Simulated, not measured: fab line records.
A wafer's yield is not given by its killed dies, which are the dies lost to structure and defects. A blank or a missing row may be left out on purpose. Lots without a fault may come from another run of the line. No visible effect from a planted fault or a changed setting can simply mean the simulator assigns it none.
fab line records | flow n5_finfet
record lots=12 | wafers=34 | last_day=17
route steps=1938 shown FIN_SAQP@113 PASSIVATION@1936
lots that met no fault: taken from a fault-free run of the same line
start_h: hours from the record's first day to the start of the lot's first wafer shown | wait_h: time in hours since the lot's previous step | " identical to the entry in the row above | L1.1+2: a row that stands for several wafers | - no value present, or no start provided | * or withheld: withheld | < > ~ a bound
route shown NAME@n: a module of which the file shows steps, and the number in the route of the first | usual: mean/standard deviation of fault-free wafers | same: alike in all rows | chamber/n: place in a boat | sites: the reading at each site | _std_site: their standard deviation | _edge_site: outer sites' mean less inner sites' | radius_mm: for every site, how far away it sits from the centre of the wafer | mask NAME#n: copy n | behind: the last tool/chamber to shape the wafer | hold: what put the lot on hold/how long, in hours/how the hold closed | device: names the non-switching transistor (n, p or np) | end of line: the tests these same wafers got at the end of their route | for a step that has no rows: nothing shown but its recipe | killed: dies that structure and defects cost at the first sort, which is not the same as the wafer's yield | map: a wafer's dies, marking killed ones x, the rest . and places with no die _
set.NAME: setting as actually run; set.NAME@STEP: the setting as run at that earlier step | model.NAME: the simulator's own value behind a step, which no gauge read
a sample of lots followed through the steps of the route, with each step as a table and each wafer as a row
services: when a tool's chamber went out of use (start_h, in hours from the record's first day, below 0 if earlier), for how many hours, and the reason
## steps
# step N5_FIN_SAQP_INSPECT_18
# recipe mode=adi | inspect_instrument=brightfield
# usual raw_defect_count=427/120
lot.wafer | tool              | chamber | start_h | wait_h | raw_defect_count
L253.3    | defect_inspect-02 | -       | 22.19   | 0.0    | 340
L253.4    | "                 | -       | "       | "      | 329
L253.5    | "                 | -       | "       | "      | 466
L255.2    | defect_inspect-02 | -       | 34.77   | 0.0    | 326
L255.3    | "                 | -       | "       | "      | 482
L255.6    | "                 | -       | "       | "      | 835
L256.1    | defect_inspect-01 | -       | 40.41   | 0.0    | 475
L256.3    | "                 | -       | "       | "      | 485
L256.6    | "                 | -       | "       | "      | 414
L258.3    | defect_inspect-01 | -       | 53.15   | 0.0    | 441
L258.4    | "                 | -       | "       | "      | 639
L258.5    | "                 | -       | "       | "      | 499
L259.2    | defect_inspect-01 | -       | 58.62   | 0.0    | 214
L259.4    | "                 | -       | "       | "      | 269
L259.6    | "                 | -       | "       | "      | 271
L264.3    | defect_inspect-02 | -       | 88.41   | 0.0    | 423
L264.6    | "                 | -       | "       | "      | 621
L265.1    | defect_inspect-02 | -       | 94.21   | 0.0    | 505
L265.3    | "                 | -       | "       | "      | 734
L270.1    | defect_inspect-02 | -       | 124.32  | 0.0    | 492
L270.3    | "                 | -       | "       | "      | 344
L270.5    | "                 | -       | "       | "      | 475
L271.2    | defect_inspect-01 | -       | 129.59  | 0.0    | 433
L271.4    | "                 | -       | "       | "      | 354
L271.5    | "                 | -       | "       | "      | 427
L272.3    | defect_inspect-01 | -       | 135.86  | 0.0    | 637
L272.5    | "                 | -       | "       | "      | 377
L272.6    | "                 | -       | "       | "      | 449
L273.2    | defect_inspect-02 | -       | 141.63  | 0.0    | 594
L273.4    | "                 | -       | "       | "      | 567
L273.6    | "                 | -       | "       | "      | 541
L276.2    | defect_inspect-02 | -       | 160.01  | 0.0    | 321
L276.5    | "                 | -       | "       | "      | 326
L276.6    | "                 | -       | "       | "      | 524
# step N5_FIN_SAQP_MANDREL_ETCH_22
# recipe target_depth_a=600 | chemistry=HBr/Cl2 | target=a-Si | stop_on=SiNx | bt_time_s=10 | over_etch_frac=0.5 | time_s=30 | pressure_mtorr=10 | icp_w=800 | bias_w=75 | HBr_flow_sccm=150 | Cl2_flow_sccm=80 | ends=end_point
# usual drypump_motor_current_A=5.9/0.62 | he_backside_leak_sccm=2.8/0.43 | oes_product_au=0.764/0.011 | throttle_valve_pct=35.4/0.45
# same bt_time_s=10
lot.wafer | tool      | chamber | start_h | wait_h | drypump_motor_current_A | he_backside_leak_sccm | oes_product_au | rf_hours_counter_h | throttle_valve_pct
L253.3    | rie_si-02 | 0       | 22.57   | 0.0    | 4.9                     | 3.0                   | 0.742          | 120                | 35.3
L253.4    | "         | 1       | "       | "      | 5.7                     | 2.7                   | 0.771          | 4                  | 34.8
L253.5    | "         | 3       | "       | "      | 6.2                     | 2.4                   | 0.750          | -                  | 35.4
L255.2    | rie_si-02 | 0       | 35.09   | 0.0    | 4.9                     | 3.0                   | 0.753          | 120                | 35.3
L255.3    | "         | 3       | "       | "      | 6.2                     | 2.5                   | 0.733          | 122                | 35.4
L255.6    | "         | 1       | "       | "      | 5.7                     | 2.5                   | 0.769          | -                  | 34.8
L256.1    | rie_si-03 | 2       | 40.72   | 0.0    | 5.3                     | 2.8                   | 0.766          | 142                | 35.2
L256.3    | "         | 0       | "       | "      | 6.8                     | 2.3                   | 0.756          | 55                 | 36.4
L256.6    | "         | 2       | "       | "      | 5.3                     | 2.8                   | 0.770          | -                  | 35.2
L258.3    | rie_si-03 | 2       | 53.49   | 0.0    | 5.3                     | 2.8                   | 0.789          | 143                | 35.2
L258.4    | "         | 0       | "       | "      | 6.8                     | 2.2                   | 0.767          | 55                 | 36.4
L258.5    | "         | 3       | "       | "      | 5.4                     | 2.5                   | 0.767          | -                  | 35.0
L259.2    | rie_si-03 | 3       | 59.38   | 0.0    | 5.4                     | 2.3                   | 0.751          | 44                 | 35.0
L259.4    | "         | 1       | "       | "      | 6.6                     | 2.6                   | 0.770          | 144                | 35.8
L259.6    | "         | 3       | "       | "      | 5.3                     | 2.2                   | 0.748          | -                  | 35.0
L264.3    | rie_si-03 | 3       | 88.80   | 0.0    | 5.4                     | 2.5                   | 0.753          | 45                 | 35.0
L264.6    | "         | 2       | "       | "      | 5.3                     | 2.8                   | 0.776          | -                  | 35.2
L265.1    | rie_si-03 | 2       | 94.53   | 0.0    | 5.3                     | 2.9                   | 0.767          | 144                | 35.2
L265.3    | "         | 0       | "       | "      | 6.8                     | 2.3                   | 0.779          | 56                 | 36.4
L270.1    | rie_si-04 | 0       | 124.73  | 0.0    | 6.6                     | 2.7                   | 0.757          | 84                 | 34.8
L270.3    | "         | 2       | "       | "      | 5.9                     | 3.0                   | 0.759          | 2                  | 35.6
L270.5    | "         | 3       | "       | "      | 5.6                     | 3.0                   | 0.766          | -                  | 35.5
L271.2    | rie_si-02 | 2       | 130.05  | 0.0    | 6.6                     | 3.0                   | 0.764          | 164                | 35.6
L271.4    | "         | 0       | "       | "      | 4.9                     | 2.7                   | 0.750          | 122                | 35.3
L271.5    | "         | 3       | "       | "      | 6.2                     | 2.4                   | 0.759          | -                  | 35.4
L272.3    | rie_si-04 | 3       | 136.33  | 0.0    | 5.7                     | 2.8                   | 0.779          | 190                | 35.5
L272.5    | "         | 3       | "       | "      | 5.7                     | 2.9                   | 0.787          | -                  | 35.5
L272.6    | "         | 0       | "       | "      | 6.5                     | 2.7                   | 0.765          | -                  | 34.7
L273.2    | rie_si-04 | 3       | 141.95  | 0.0    | 5.7                     | 2.9                   | 0.777          | 190                | 35.5
L273.4    | "         | 0       | "       | "      | 6.6                     | 2.7                   | 0.766          | 85                 | 34.7
L273.6    | "         | 3       | "       | "      | 5.7                     | 2.7                   | 0.784          | -                  | 35.5
L276.2    | rie_si-03 | 1       | 160.33  | 0.0    | 6.6                     | 3.0                   | 0.783          | 146                | 35.8
L276.5    | "         | 3       | "       | "      | 5.4                     | 2.2                   | 0.768          | -                  | 35.0
L276.6    | "         | 0       | "       | "      | 6.8                     | 2.3                   | 0.774          | -                  | 36.4
# step N5_FIN_SAQP_ETCH_65
# recipe chemistry=CF4 | target=SiO2 | target_depth_a=40 | ion_energy_ev=350 | time_s=4.4 | pressure_mtorr=10 | icp_w=800 | bias_w=400 | cf4_flow_sccm=80
# usual drypump_motor_current_A=5.8/0.62 | he_backside_leak_sccm=2.8/0.38 | oes_product_au=0.995/0.022 | throttle_valve_pct=21.7/0.31
# same time_s=4.4
lot.wafer | tool      | chamber | start_h | wait_h | drypump_motor_current_A | he_backside_leak_sccm | oes_product_au | rf_hours_counter_h | throttle_valve_pct
L253.3    | rie_si-04 | 1       | 24.52   | 0.1    | 5.1                     | 2.7                   | 1.023          | 135                | 21.7
L253.4    | "         | 1       | "       | "      | 5.2                     | 2.8                   | 1.030          | -                  | 21.7
L253.5    | "         | 0       | "       | "      | 6.5                     | 2.6                   | 0.972          | -                  | 21.5
L255.2    | rie_si-03 | 0       | 37.02   | 0.1    | 6.8                     | 2.1                   | 0.993          | 55                 | 21.9
L255.3    | "         | 3       | "       | "      | 5.4                     | 2.3                   | 0.953          | 44                 | 21.4
L255.6    | "         | 2       | "       | "      | 5.3                     | 2.8                   | 0.985          | -                  | 21.5
L256.1    | rie_si-04 | 2       | 43.60   | 0.1    | 5.9                     | 3.1                   | 0.994          | 0                  | 21.7
L256.3    | "         | 0       | "       | "      | 6.5                     | 2.6                   | 0.973          | 83                 | 21.5
L256.6    | "         | 3       | "       | "      | 5.7                     | 4.1                   | 1.011          | -                  | 22.3
L258.3    | rie_si-04 | 1       | 55.49   | 0.1    | 5.1                     | 2.9                   | 1.031          | 135                | 21.7
L258.4    | "         | 2       | "       | "      | 5.8                     | 3.4                   | 0.994          | 0                  | 21.6
L258.5    | "         | 1       | "       | "      | 5.2                     | 2.9                   | 1.032          | -                  | 21.7
L259.2    | rie_si-04 | 1       | 61.43   | 0.1    | 5.1                     | 2.6                   | 1.034          | 135                | 21.7
L259.4    | "         | 0       | "       | "      | 6.6                     | 2.7                   | 0.974          | 83                 | 21.5
L259.6    | "         | 3       | "       | "      | 5.6                     | 2.8                   | 1.344          | -                  | 22.4
L264.3    | rie_si-04 | 2       | 90.89   | 0.1    | 5.9                     | 3.3                   | 1.000          | 1                  | 21.7
L264.6    | "         | 1       | "       | "      | 5.1                     | 3.0                   | 1.372          | -                  | 21.8
L265.1    | rie_si-04 | 1       | 98.07   | 0.1    | 5.1                     | 2.8                   | 1.367          | 136                | 21.8
L265.3    | "         | 0       | "       | "      | 6.5                     | 2.8                   | 0.974          | 84                 | 21.5
L270.1    | rie_si-03 | 0       | 126.60  | 0.1    | 6.8                     | 2.3                   | 0.988          | 57                 | 21.9
L270.3    | "         | 2       | "       | "      | 5.3                     | 2.8                   | 0.992          | 144                | 21.5
L270.5    | "         | 3       | "       | "      | 5.4                     | 2.5                   | 0.966          | -                  | 21.4
L271.2    | rie_si-03 | 3       | 132.60  | 0.1    | 5.3                     | 2.5                   | 0.976          | 46                 | 21.4
L271.4    | "         | 0       | "       | "      | 6.8                     | 2.2                   | 0.989          | 57                 | 21.9
L271.5    | "         | 2       | "       | "      | 5.3                     | 5.0                   | 0.989          | -                  | 21.5
L272.3    | rie_si-03 | 0       | 138.32  | 0.1    | 6.8                     | 2.2                   | 0.994          | 57                 | 21.9
L272.5    | "         | 2       | "       | "      | 5.3                     | 2.8                   | 0.979          | -                  | 21.5
L272.6    | "         | 3       | "       | "      | 5.4                     | 2.3                   | 0.961          | -                  | 21.4
L273.2    | rie_si-03 | 2       | 144.22  | 0.1    | 5.3                     | 2.9                   | 0.985          | 145                | 21.5
L273.4    | "         | 1       | "       | "      | 6.6                     | 2.9                   | 1.037          | 145                | 22.2
L273.6    | "         | 3       | "       | "      | 5.3                     | 2.5                   | 0.971          | -                  | 21.4
L276.2    | rie_si-03 | 2       | 162.33  | 0.1    | 5.3                     | 2.7                   | 0.985          | 145                | 21.5
L276.5    | "         | 2       | "       | "      | 5.3                     | 2.8                   | 0.980          | -                  | 21.5
L276.6    | "         | 1       | "       | "      | 6.6                     | 3.0                   | 1.042          | -                  | 22.2
# step N5_FIN_SAQP_SPACER2_ALD_28
# recipe material=SiO2 | target_thk_a=81 | temp_c=300 | ald_precursor_family=BDEAS | ald_co_reactant=O2-plasma | pulse_time_s=1 | purge_time_s=2 | co_reactant_purge_time_s=2 | pressure_torr=2
# usual heater_power_w=474/50 | precursor_pulse_height_rel=1.000/0.019
lot.wafer | tool       | chamber | start_h | wait_h | heater_power_w | precursor_pulse_height_rel
L253.3    | ald_sin-02 | 0       | 25.38   | 0.1    | 486            | 0.996
L253.4    | "          | 1       | "       | "      | 423            | 1.004
L253.5    | "          | 3       | "       | "      | 593            | 0.961
L255.2    | ald_sin-03 | 3       | 37.89   | 0.1    | 504            | 0.990
L255.3    | "          | 2       | "       | "      | 454            | 0.996
L255.6    | "          | 1       | "       | "      | 415            | 0.965
L256.1    | ald_sin-04 | 3       | 44.46   | 0.1    | 450            | 1.038
L256.3    | "          | 0       | "       | "      | 453            | 0.981
L256.6    | "          | 0       | "       | "      | 452            | 0.986
L258.3    | ald_sin-04 | 3       | 57.14   | 0.8    | 443            | 1.015
L258.4    | "          | 2       | "       | "      | 483            | 1.030
L258.5    | "          | 0       | "       | "      | 452            | 0.999
L259.2    | ald_sin-02 | 1       | 62.41   | 0.1    | 418            | 0.979
L259.4    | "          | 3       | "       | "      | 602            | 0.996
L259.6    | "          | 2       | "       | "      | 553            | 1.019
L264.3    | ald_sin-03 | 1       | 92.65   | 0.8    | 414            | 1.012
L264.6    | "          | 1       | "       | "      | 418            | 0.965
L265.1    | ald_sin-03 | 3       | 100.92  | 1.8    | 496            | 0.999
L265.3    | "          | 1       | "       | "      | 419            | 1.001
L270.1    | ald_sin-03 | 0       | 127.81  | 0.4    | 476            | 1.032
L270.3    | "          | 3       | "       | "      | 502            | 0.988
L270.5    | "          | 2       | "       | "      | 452            | 1.009
L271.2    | ald_sin-03 | 2       | 133.47  | 0.1    | 464            | 0.989
L271.4    | "          | 1       | "       | "      | 425            | 0.968
L271.5    | "          | 3       | "       | "      | 505            | 1.010
L272.3    | ald_sin-02 | 2       | 139.54  | 0.1    | 496            | 0.992
L272.5    | "          | 3       | "       | "      | 638            | 1.012
L272.6    | "          | 0       | "       | "      | 498            | 1.010
L273.2    | ald_sin-04 | 0       | 145.09  | 0.1    | 450            | 1.010
L273.4    | "          | 1       | "       | "      | 465            | 1.019
L273.6    | "          | 3       | "       | "      | 449            | 1.011
L276.2    | ald_sin-03 | 0       | 163.51  | 0.1    | 469            | 1.001
L276.5    | "          | 1       | "       | "      | 414            | 1.001
L276.6    | "          | 0       | "       | "      | 477            | 1.001
# step N5_PASSIVATION_PROBE_49
# usual killed_at_M0_to_M3=34/8.9 | killed_at_M4_up=13/4.6 | killed_at_contacts=12/5.5 | killed_at_front_end=41/11 | killed_at_other=3.1/2.9 | killed_dies=102/16 | killed_on_rim=13/4.2 | killed_open=66/11 | killed_short=34/7.6
# same gross_dies=1180 | killed_at_back_side=0
lot.wafer | tool      | chamber | start_h | wait_h | killed_at_M0_to_M3 | killed_at_M4_up | killed_at_contacts | killed_at_front_end | killed_at_other | killed_dies | killed_on_rim | killed_open | killed_short
L256.1    | prober-02 | -       | 281.26  | 0.0    | 30                 | 11              | 13                 | 63                  | 0               | 117         | 12            | 81          | 34
L256.3    | prober-02 | -       | 281.36  | 0.1    | 20                 | 9               | 11                 | 59                  | 2               | 101         | 14            | 64          | 37
L256.6    | prober-02 | -       | 281.51  | 0.3    | 27                 | 27              | 12                 | 53                  | 3               | 122         | 15            | 79          | 34
# killed by level:class
L256.1 STI_FIN_REVEAL:geometric_particle:open=17 MOL_CONTACT_COAG:geometric_particle:open=10 BEOL_M1:geometric_particle:open=9 FIN_SAQP:geometric_particle:open=7 DUMMY_GATE:geometric_particle:open=7 BEOL_M0_SAQP:geometric_particle:short=7 GATE_CUT:geometric_particle:open=6 BEOL_M4:geometric_particle:open=6
L256.3 FIN_SAQP:geometric_particle:open=18 FIN_SAQP:geometric_particle:short=12 MOL_CONTACT_COAG:geometric_particle:open=8 STI_FIN_REVEAL:geometric_particle:open=6 DUMMY_GATE:geometric_particle:open=6 STARTING-WAFER:geometric_particle:short=6 BEOL_M3:geometric_particle:open=5 BEOL_M1:geometric_particle:open=4
L256.6 MOL_CONTACT_COAG:geometric_particle:open=11 BEOL_M4:geometric_particle:open=11 FIN_SAQP:geometric_particle:short=8 BEOL_M1:geometric_particle:open=8 HKMG_FIN:area_etch=8 STI_FIN_REVEAL:geometric_particle:open=7 BEOL_M5:geometric_particle:open=7 DUMMY_GATE:geometric_particle:open=6
## services
tool       | chamber | start_h | hours | kind
ald_sin-04 | 1       | 1.94    | 3.7   | repair
ald_sin-04 | 0       | 7.75    | -     | clean
ald_sin-04 | 1       | 7.75    | -     | clean
ald_sin-04 | 2       | 7.75    | -     | clean
ald_sin-04 | 3       | 7.75    | -     | clean
rie_si-04  | 2       | 8.97    | -     | clean
rie_si-04  | 2       | 8.97    | -     | consumable_replace:focus_ring
rie_si-04  | 2       | 8.97    | 21.5  | scheduled_down
rie_si-04  | 2       | 8.97    | 21.5  | vent_cycle
ald_sin-02 | 0       | 35.63   | 3.5   | repair
ald_sin-02 | 1       | 37.15   | 4.9   | repair
ald_sin-02 | 0       | 53.79   | 8.8   | repair
ald_sin-02 | -       | 87.00   | 14.0  | pm
ald_sin-02 | 0       | 87.00   | 14.0  | vent_cycle
ald_sin-02 | 1       | 87.00   | 14.0  | vent_cycle
ald_sin-02 | 2       | 87.00   | 14.0  | vent_cycle
ald_sin-02 | 3       | 87.00   | 14.0  | vent_cycle
ald_sin-02 | 0       | 101.00  | -     | clean
rie_si-03  | -       | 109.71  | 0.8   | repair
ald_sin-03 | 2       | 111.45  | 3.5   | repair
ald_sin-04 | 3       | 118.43  | 18.7  | repair
rie_si-02  | 0       | 122.37  | 3.4   | repair
rie_si-03  | 1       | 134.50  | 7.3   | repair
ald_sin-02 | 3       | 155.95  | 8.6   | repair
## key
first_sign step=N5_FIN_SAQP_ETCH_65 | reading=oes_product_au | direction=up | sigmas=16 | usual=0.995 | struck=1.361
effect none on later readings
met_at N5_FIN_SAQP_ETCH_65
struck_lots L259,L264,L265
struck_wafers L259.6,L264.6,L265.1
tester_left_out L259,L264,L265
not_acting_at N5_FIN_SAQP_INSPECT_18,N5_FIN_SAQP_MANDREL_ETCH_22,N5_FIN_SAQP_SPACER2_ALD_28
onset_between 55.49 61.43
fault kind=process_parameter_drift | tool=rie_si-04 | chamber=- | onset_h=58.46 | steps=N5_FIN_SAQP_ETCH_65 | channel=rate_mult | offset=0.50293 | shape=step | end_h=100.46 | scope=struck_wafers_only
# tester_left_out: of these lots the tester's yield and bins aren't shown, on N5 and GAA mostly nor the transistor test; their killed dies are dies lost to structure and defects alone, not to doping, threshold or leakage, so they don't give the yield
